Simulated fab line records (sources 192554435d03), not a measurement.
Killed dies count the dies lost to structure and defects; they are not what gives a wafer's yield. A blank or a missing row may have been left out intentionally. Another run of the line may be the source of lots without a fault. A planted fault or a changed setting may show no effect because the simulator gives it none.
fab line records :: flow n5_finfet
record:
  lots: 4
  wafers: 12
  last_day: 18
route steps=1938 shown BEOL_M0_SAQP@670 BEOL_M4@1111
lots that met no fault: from a run of the same line without faults
start_h: the number of hours between the record's first day and the start of the first shown wafer of the lot :: wait_h: hours elapsed since this lot's preceding step :: " same as the row above :: L1.1+2: one row covering several wafers at once :: - value missing, or start not given :: * or withheld: withheld :: < > ~ a bound
route shown NAME@n: a module of which the file shows steps, and the number in the route of the first :: usual: mean/standard deviation taken from wafers without a fault :: same: alike in all rows :: chamber/n: place in a boat :: sites: the reading at each site :: _std_site: how widely they spread, as a standard deviation :: _edge_site: the outer-site mean with the inner-site mean subtracted :: radius_mm: how far each site lies from the wafer's centre :: mask NAME#n: copy n :: behind: the last tool/chamber to shape the wafer :: hold: cause of the lot's hold/its duration in hours/its outcome :: device: names the non-switching transistor (n, p or np) :: end of line: at the end of the route, the tests of the same wafers :: where a step has no rows: the recipe by itself :: killed: at the first sort, the dies lost to defects and structure; wafer yield is something else :: map: a wafer's dies, x killed, . not, _ none there
set.NAME: the run value of the setting; set.NAME@STEP: its run value at that earlier step :: model.NAME: the simulator's own value behind a step, which no gauge read
certain route steps with their lots: each step a table, each wafer a row
services: the hour from which a tool's chamber was out of use, counted from the record's first day as start_h (under 0 if before that day), plus the number of hours and why
== steps ==
step: N5_BEOL_M0_SAQP_RECESS_104
recipe:
  chemistry: HF/NH3
  target: SiO2
  target_depth_a: 180
  afs_cycles: 3
  temp_c: 30
  sublimation_temp_c: 180
  sublimation_time_s: 60
step: N5_BEOL_M0_SAQP_COAT_105
recipe:
  resist: SOC
  temp_c: 250
  time_s: 60
  spin_rpm: 1500
  resist_thk_nm: 100
step: N5_BEOL_M0_SAQP_ETCH_106
recipe:
  chemistry: N2/H2
  target: SOC
  target_depth_a: 1500
  stop_on: SiNx
  ion_energy_ev: 100
  bias_w: 61
  pressure_mtorr: 30
  source_w: 850
  n2_flow_sccm: 200
  h2_flow_sccm: 200
step: N5_BEOL_M0_SAQP_ETCH_107
recipe:
  chemistry: CH3F/O2
  target: SiNx
  target_depth_a: 300
  mask_material: SOC
  pressure_mtorr: 30
  source_w: 395
  bias_w: 73
  Ar_flow_sccm: 150
  CH3F_flow_sccm: 30
  O2_flow_sccm: 20
  ion_energy_ev: 120
step: N5_BEOL_M0_SAQP_STRIP_108
recipe:
  chemistry: N2/H2
  power_w: 500
  temp_c: 40
  pressure_mtorr: 50
  rf_frequency_hz: 6e+07
  overash_fraction: 0.3
  bias_power_w: 28
  h2_frac: 0.5
  n2_flow_sccm: 300
  h2_flow_sccm: 300
step: N5_BEOL_M0_SAQP_RECESS_109
recipe:
  chemistry: HF/NH3
  target: SiO2
  target_depth_a: 30
  afs_cycles: 1
  temp_c: 30
  sublimation_temp_c: 180
  sublimation_time_s: 60
step: N5_BEOL_M0_SAQP_SPACER2_ALD_26
recipe:
  material: SiO2
  target_thk_a: 150
  temp_c: 300
  ald_precursor_family: BDEAS
  ald_co_reactant: O2-plasma
  pulse_time_s: 1
  purge_time_s: 2
  co_reactant_purge_time_s: 2
  pressure_torr: 2
step: N5_BEOL_M0_SAQP_SPACER2_ETCHBACK_27
recipe:
  chemistry: CHF3/O2
  mode: anisotropic_etchback
  target: SiO2
  target_depth_a: 225
  time_s: 11.25
  pressure_mtorr: 30
  source_w: 650
  bias_w: 170
  Ar_flow_sccm: 200
  CHF3_flow_sccm: 50
  O2_flow_sccm: 5
  ion_energy_ev: 200
step: N5_BEOL_M0_SAQP_MANDREL2_REMOVE_110
recipe:
  chemistry: HBr/Cl2/O2
  bt_time_s: 10
  target: a-Si
  stop_on: SiCN
  endpoint: OES-SiCl
  over_etch_frac: 1
  icp_w: 600
  bias_w: 30
  HBr_flow_sccm: 150
  Cl2_flow_sccm: 80
  O2_flow_sccm: 5
  pressure_mtorr: 10
step: N5_BEOL_M0_SAQP_COAT_69
recipe:
  resist: SOC
  temp_c: 250
  time_s: 60
  spin_rpm: 1500
  resist_thk_nm: 90
step: N5_BEOL_M0_SAQP_COAT_72
recipe:
  resist: SiARC
  temp_c: 220
  time_s: 60
  spin_rpm: 1500
  resist_thk_nm: 15
step: N5_BEOL_M0_SAQP_COAT_87
recipe:
  resist: underlayer
  temp_c: 205
  time_s: 60
  spin_rpm: 1500
  resist_thk_nm: 5
usual:
  spin_speed_rpm: 1500.1/1.1
lot.wafer: L285.1
tool: litho_track-01
chamber: 0
start_h: 142.78
wait_h: -
spin_speed_rpm: 1381.0

lot.wafer: L285.2
tool: litho_track-01
chamber: 0
start_h: 142.78
wait_h: -
spin_speed_rpm: 1378.9

lot.wafer: L285.5
tool: litho_track-01
chamber: 0
start_h: 142.78
wait_h: -
spin_speed_rpm: 1380.2

lot.wafer: L286.3
tool: litho_track-01
chamber: 0
start_h: 145.78
wait_h: -
spin_speed_rpm: 1381.2

lot.wafer: L286.4
tool: litho_track-01
chamber: 0
start_h: 145.78
wait_h: -
spin_speed_rpm: 1380.0

lot.wafer: L286.5
tool: litho_track-01
chamber: 0
start_h: 145.78
wait_h: -
spin_speed_rpm: 1381.7

lot.wafer: L298.2
tool: litho_track-03
chamber: 0
start_h: 216.14
wait_h: -
spin_speed_rpm: 1500.9

lot.wafer: L298.4
tool: litho_track-03
chamber: 0
start_h: 216.14
wait_h: -
spin_speed_rpm: 1499.9

lot.wafer: L298.6
tool: litho_track-03
chamber: 0
start_h: 216.14
wait_h: -
spin_speed_rpm: 1500.0

lot.wafer: L300.3
tool: litho_track-01
chamber: 0
start_h: 230.03
wait_h: -
spin_speed_rpm: 1500.6

lot.wafer: L300.5
tool: litho_track-01
chamber: 0
start_h: 230.03
wait_h: -
spin_speed_rpm: 1501.9

lot.wafer: L300.6
tool: litho_track-01
chamber: 0
start_h: 230.03
wait_h: -
spin_speed_rpm: 1500.1
step: N5_BEOL_M0_SAQP_COAT_34
recipe:
  resist: CAR-EUV
  spin_rpm: 1500
  resist_thk_nm: 30
step: N5_BEOL_M0_SAQP_EBR_36
recipe:
  solvent: PGMEA
  ebr_width_mm: 1.5
step: N5_BEOL_M0_SAQP_SOFTBAKE_35
recipe:
  temp_c: 110
  time_s: 60
  resist: CAR-EUV
step: N5_BEOL_M0_SAQP_EXPOSE_37
recipe:
  mask_id: M0_CUT1
  na: 0.33
  source_shape: annular
  sigma_inner: 0.35
  sigma_outer: 0.8
  polarization: unpolarized
  target_cd_nm: 30
  dose_mj: 44.75
step: N5_BEOL_M0_SAQP_PEB_38
recipe:
  peb_temp_c: 100
  peb_time_s: 60
  resist: CAR-EUV
step: N5_BEOL_M0_SAQP_DEVELOP_39
recipe:
  develop_time_s: 30
  developer: TMAH
  resist: CAR-EUV
  rinse_liquid: surfactant_rinse
  dry: air_spin
  dev_temp_c: 23
step: N5_BEOL_M0_SAQP_DESCUM_45
recipe:
  chemistry: O2
  time_s: 7
  source_power_w: 50
  bias_power_w: 20
  pressure_mtorr: 20
  rf_frequency_hz: 2.712e+07
  temp_c: 40
  resist: CAR-EUV
  o2_flow_sccm: 225
step: N5_BEOL_M0_SAQP_ETCH_88
recipe:
  chemistry: N2/H2
  target: underlayer
  target_depth_a: 65
  time_s: 5.2
  ion_energy_ev: 200
  mask_material: CAR-EUV
  pressure_mtorr: 30
  source_w: 840
  bias_w: 150
  n2_flow_sccm: 200
  h2_flow_sccm: 200
  ends: cleared
usual:
  drypump_motor_current_A: 5.53/0.28
  etch_rf_on_time_s: 5.17/0.08
  oes_product_au: 0.66/0.057
  rf_vpp_V: 523.4/2.7
  showerhead_plenum_p_Torr: 2.53/0.087
  throttle_valve_pct: 17.85/0.27
lot.wafer: L285.1
tool: rie_diel-01
chamber: 3
start_h: 143.33
wait_h: 0.0
drypump_motor_current_A: 5.66
etch_rf_on_time_s: 5.29
oes_product_au: 0.67
rf_hours_counter_h: 119
rf_vpp_V: 521.1
showerhead_plenum_p_Torr: 2.46
throttle_valve_pct: 17.69
model.etch.depth_nm: 5.219

lot.wafer: L285.2
tool: rie_diel-01
chamber: 0
start_h: 143.33
wait_h: 0.0
drypump_motor_current_A: 5.09
etch_rf_on_time_s: 5.35
oes_product_au: 0.72
rf_hours_counter_h: 64
rf_vpp_V: 526.1
showerhead_plenum_p_Torr: 2.58
throttle_valve_pct: 17.92
model.etch.depth_nm: 5.208

lot.wafer: L285.5
tool: rie_diel-01
chamber: 0
start_h: 143.33
wait_h: 0.0
drypump_motor_current_A: 5.08
etch_rf_on_time_s: 5.34
oes_product_au: 0.71
rf_hours_counter_h: -
rf_vpp_V: 524.7
showerhead_plenum_p_Torr: 2.58
throttle_valve_pct: 17.94
model.etch.depth_nm: 5.217

lot.wafer: L286.3
tool: rie_diel-03
chamber: 1
start_h: 146.41
wait_h: 0.0
drypump_motor_current_A: 5.22
etch_rf_on_time_s: 5.43
oes_product_au: 0.67
rf_hours_counter_h: 125
rf_vpp_V: 520.2
showerhead_plenum_p_Torr: 2.34
throttle_valve_pct: 17.49
model.etch.depth_nm: 5.226

lot.wafer: L286.4
tool: rie_diel-03
chamber: 0
start_h: 146.41
wait_h: 0.0
drypump_motor_current_A: 5.54
etch_rf_on_time_s: 5.51
oes_product_au: 0.63
rf_hours_counter_h: 189
rf_vpp_V: 524.2
showerhead_plenum_p_Torr: 2.52
throttle_valve_pct: 17.57
model.etch.depth_nm: 5.227

lot.wafer: L286.5
tool: rie_diel-03
chamber: 1
start_h: 146.41
wait_h: 0.0
drypump_motor_current_A: 5.23
etch_rf_on_time_s: 5.45
oes_product_au: 0.67
rf_hours_counter_h: -
rf_vpp_V: 515.9
showerhead_plenum_p_Torr: 2.34
throttle_valve_pct: 17.49
model.etch.depth_nm: 5.242

lot.wafer: L298.2
tool: rie_diel-06
chamber: 1
start_h: 216.58
wait_h: 0.0
drypump_motor_current_A: 5.98
etch_rf_on_time_s: 5.05
oes_product_au: 0.75
rf_hours_counter_h: 39
rf_vpp_V: 528.1
showerhead_plenum_p_Torr: 2.59
throttle_valve_pct: 17.65
model.etch.depth_nm: 4.995

lot.wafer: L298.4
tool: rie_diel-06
chamber: 3
start_h: 216.58
wait_h: 0.0
drypump_motor_current_A: 5.06
etch_rf_on_time_s: 5.20
oes_product_au: 0.61
rf_hours_counter_h: -
rf_vpp_V: 522.6
showerhead_plenum_p_Torr: 2.41
throttle_valve_pct: 17.99
model.etch.depth_nm: 4.986

lot.wafer: L298.6
tool: rie_diel-06
chamber: 1
start_h: 216.58
wait_h: 0.0
drypump_motor_current_A: 5.97
etch_rf_on_time_s: 5.09
oes_product_au: 0.75
rf_hours_counter_h: -
rf_vpp_V: 525.3
showerhead_plenum_p_Torr: 2.59
throttle_valve_pct: 17.66
model.etch.depth_nm: 5

lot.wafer: L300.3
tool: rie_diel-03
chamber: 1
start_h: 230.45
wait_h: 0.0
drypump_motor_current_A: 5.21
etch_rf_on_time_s: 5.20
oes_product_au: 0.66
rf_hours_counter_h: 147
rf_vpp_V: 519.4
showerhead_plenum_p_Torr: 2.33
throttle_valve_pct: 17.53
model.etch.depth_nm: 5.007

lot.wafer: L300.5
tool: rie_diel-03
chamber: 0
start_h: 230.45
wait_h: 0.0
drypump_motor_current_A: 5.56
etch_rf_on_time_s: 5.22
oes_product_au: 0.62
rf_hours_counter_h: -
rf_vpp_V: 521.9
showerhead_plenum_p_Torr: 2.51
throttle_valve_pct: 17.61
model.etch.depth_nm: 4.99

lot.wafer: L300.6
tool: rie_diel-03
chamber: 1
start_h: 230.45
wait_h: 0.0
drypump_motor_current_A: 5.24
etch_rf_on_time_s: 5.21
oes_product_au: 0.66
rf_hours_counter_h: -
rf_vpp_V: 519.2
showerhead_plenum_p_Torr: 2.33
throttle_valve_pct: 17.53
model.etch.depth_nm: 4.999
step: N5_BEOL_M0_SAQP_ETCH_73
recipe:
  chemistry: CF4
  target: SiARC
  target_depth_a: 195
  mask_material: CAR-EUV
  time_s: 32.5
  ion_energy_ev: 80
  pressure_mtorr: 40
  source_w: 545
  bias_w: 36
  Ar_flow_sccm: 100
  cf4_flow_sccm: 100
  ends: cleared
step: N5_BEOL_M4_RC_MEAS_101
usual:
  DIBL_N: 35.9/1.3
  DIBL_P: 35.9/1.5
  IOFF_N: 0.152/0.023
  IOFF_P: 0.204/0.027
  ION_N: 673/9.2
  ION_P: 462/6.7
  SS_N: 71.4/0.48
  SS_P: 73.2/0.55
  VT_N: 250.3/2.6
  VT_P: -250.6/3
lot.wafer: L285.1
tool: prober-01
chamber: 0
start_h: 208.44
wait_h: 0.0
DIBL_N[mV/V]: 33.9
DIBL_P[mV/V]: 33.4
IOFF_N[nA/um]: 0.111
IOFF_P[nA/um]: 0.167
ION_N[uA/um]: 667
ION_P[uA/um]: 465
SS_N[mV/dec]: 70.2
SS_P[mV/dec]: 72.2
VT_N[mV]: 252.3
VT_P[mV]: -254.0

lot.wafer: L285.2
tool: prober-01
chamber: 0
start_h: 208.44
wait_h: 0.0
DIBL_N[mV/V]: 35.6
DIBL_P[mV/V]: 35.4
IOFF_N[nA/um]: 0.142
IOFF_P[nA/um]: 0.194
ION_N[uA/um]: 664
ION_P[uA/um]: 458
SS_N[mV/dec]: 71.1
SS_P[mV/dec]: 73.6
VT_N[mV]: 251.6
VT_P[mV]: -250.2

lot.wafer: L285.5
tool: prober-01
chamber: 0
start_h: 208.44
wait_h: 0.0
DIBL_N[mV/V]: 36.7
DIBL_P[mV/V]: 37.1
IOFF_N[nA/um]: 0.156
IOFF_P[nA/um]: 0.220
ION_N[uA/um]: 678
ION_P[uA/um]: 470
SS_N[mV/dec]: 71.8
SS_P[mV/dec]: 73.6
VT_N[mV]: 248.0
VT_P[mV]: -251.2

lot.wafer: L286.3
tool: prober-02
chamber: 0
start_h: 231.18
wait_h: 0.3
DIBL_N[mV/V]: 35.4
DIBL_P[mV/V]: 34.6
IOFF_N[nA/um]: 0.131
IOFF_P[nA/um]: 0.205
ION_N[uA/um]: 656
ION_P[uA/um]: 458
SS_N[mV/dec]: 71.9
SS_P[mV/dec]: 73.1
VT_N[mV]: 250.6
VT_P[mV]: -250.5

lot.wafer: L286.4
tool: prober-02
chamber: 0
start_h: 231.18
wait_h: 0.3
DIBL_N[mV/V]: 37.0
DIBL_P[mV/V]: 36.0
IOFF_N[nA/um]: 0.162
IOFF_P[nA/um]: 0.232
ION_N[uA/um]: 660
ION_P[uA/um]: 457
SS_N[mV/dec]: 71.7
SS_P[mV/dec]: 73.6
VT_N[mV]: 250.2
VT_P[mV]: -247.1

lot.wafer: L286.5
tool: prober-02
chamber: 0
start_h: 231.18
wait_h: 0.3
DIBL_N[mV/V]: 37.2
DIBL_P[mV/V]: 36.7
IOFF_N[nA/um]: 0.159
IOFF_P[nA/um]: 0.238
ION_N[uA/um]: 677
ION_P[uA/um]: 466
SS_N[mV/dec]: 71.5
SS_P[mV/dec]: 73.3
VT_N[mV]: 252.4
VT_P[mV]: -249.9

lot.wafer: L298.2
tool: prober-02
chamber: 0
start_h: 302.38
wait_h: 0.2
DIBL_N[mV/V]: 35.0
DIBL_P[mV/V]: 37.0
IOFF_N[nA/um]: 0.149
IOFF_P[nA/um]: 0.214
ION_N[uA/um]: 677
ION_P[uA/um]: 462
SS_N[mV/dec]: 71.4
SS_P[mV/dec]: 72.4
VT_N[mV]: 249.3
VT_P[mV]: -249.2

lot.wafer: L298.4
tool: prober-02
chamber: 0
start_h: 302.38
wait_h: 0.2
DIBL_N[mV/V]: 36.0
DIBL_P[mV/V]: 37.6
IOFF_N[nA/um]: 0.170
IOFF_P[nA/um]: 0.232
ION_N[uA/um]: 686
ION_P[uA/um]: 473
SS_N[mV/dec]: 71.8
SS_P[mV/dec]: 73.5
VT_N[mV]: 249.0
VT_P[mV]: -245.5

lot.wafer: L298.6
tool: prober-02
chamber: 0
start_h: 302.38
wait_h: 0.2
DIBL_N[mV/V]: 35.0
DIBL_P[mV/V]: 36.6
IOFF_N[nA/um]: 0.145
IOFF_P[nA/um]: 0.206
ION_N[uA/um]: 670
ION_P[uA/um]: 468
SS_N[mV/dec]: 72.1
SS_P[mV/dec]: 73.3
VT_N[mV]: 251.0
VT_P[mV]: -251.0

lot.wafer: L300.3
tool: prober-02
chamber: 0
start_h: 305.78
wait_h: 0.3
DIBL_N[mV/V]: 35.8
DIBL_P[mV/V]: 36.8
IOFF_N[nA/um]: 0.156
IOFF_P[nA/um]: 0.192
ION_N[uA/um]: 682
ION_P[uA/um]: 466
SS_N[mV/dec]: 71.3
SS_P[mV/dec]: 73.1
VT_N[mV]: 251.0
VT_P[mV]: -251.5

lot.wafer: L300.5
tool: prober-02
chamber: 0
start_h: 305.78
wait_h: 0.3
DIBL_N[mV/V]: 36.3
DIBL_P[mV/V]: 36.9
IOFF_N[nA/um]: 0.171
IOFF_P[nA/um]: 0.197
ION_N[uA/um]: 675
ION_P[uA/um]: 458
SS_N[mV/dec]: 71.6
SS_P[mV/dec]: 73.2
VT_N[mV]: 247.3
VT_P[mV]: -253.1

lot.wafer: L300.6
tool: prober-02
chamber: 0
start_h: 305.78
wait_h: 0.3
DIBL_N[mV/V]: 36.4
DIBL_P[mV/V]: 37.0
IOFF_N[nA/um]: 0.172
IOFF_P[nA/um]: 0.190
ION_N[uA/um]: 680
ION_P[uA/um]: 464
SS_N[mV/dec]: 71.6
SS_P[mV/dec]: 73.4
VT_N[mV]: 247.0
VT_P[mV]: -253.9
== services ==
tool: rie_diel-03
chamber: 0
start_h: 122.22
hours: 3.0
kind: repair

tool: rie_diel-03
chamber: 0
start_h: 125.87
hours: 9.6
kind: repair

tool: rie_diel-01
chamber: 0
start_h: 135.30
hours: 1.6
kind: repair

tool: rie_diel-06
chamber: 2
start_h: 146.56
hours: 6.0
kind: repair

tool: rie_diel-03
chamber: 2
start_h: 152.31
hours: 9.3
kind: repair

tool: rie_diel-03
chamber: 1
start_h: 174.66
hours: 6.3
kind: repair

tool: litho_track-01
chamber: -
start_h: 182.59
hours: -
kind: consumable_replace:filter

tool: rie_diel-01
chamber: 0
start_h: 210.39
hours: 10.2
kind: repair
== key ==
first_sign:
  step: N5_BEOL_M0_SAQP_COAT_87
  reading: spin_speed_rpm
  direction: down
  sigmas: 99+
  usual: *
  struck: *
effect:
  step: N5_BEOL_M0_SAQP_ETCH_88
  reading: etch_rf_on_time_s
  direction: up
  sigmas: 2.8
  usual: *
  struck: *
model_effect:
  step: N5_BEOL_M0_SAQP_ETCH_88
  value: etch.depth_nm
  without: 5.011
  struck: 5.223
met_at N5_BEOL_M0_SAQP_COAT_87
struck_wafers L285.1,L285.2,L285.5,L286.3,L286.4,L286.5
fault:
  kind: process_parameter_drift
  tool: litho_track-01
  chamber: -
  onset_h: 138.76
  steps: N5_BEOL_M0_SAQP_COAT_87
  channel: spin_rpm
  offset: *
  shape: step
  end_h: 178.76
  acts_in: *
  stated: *
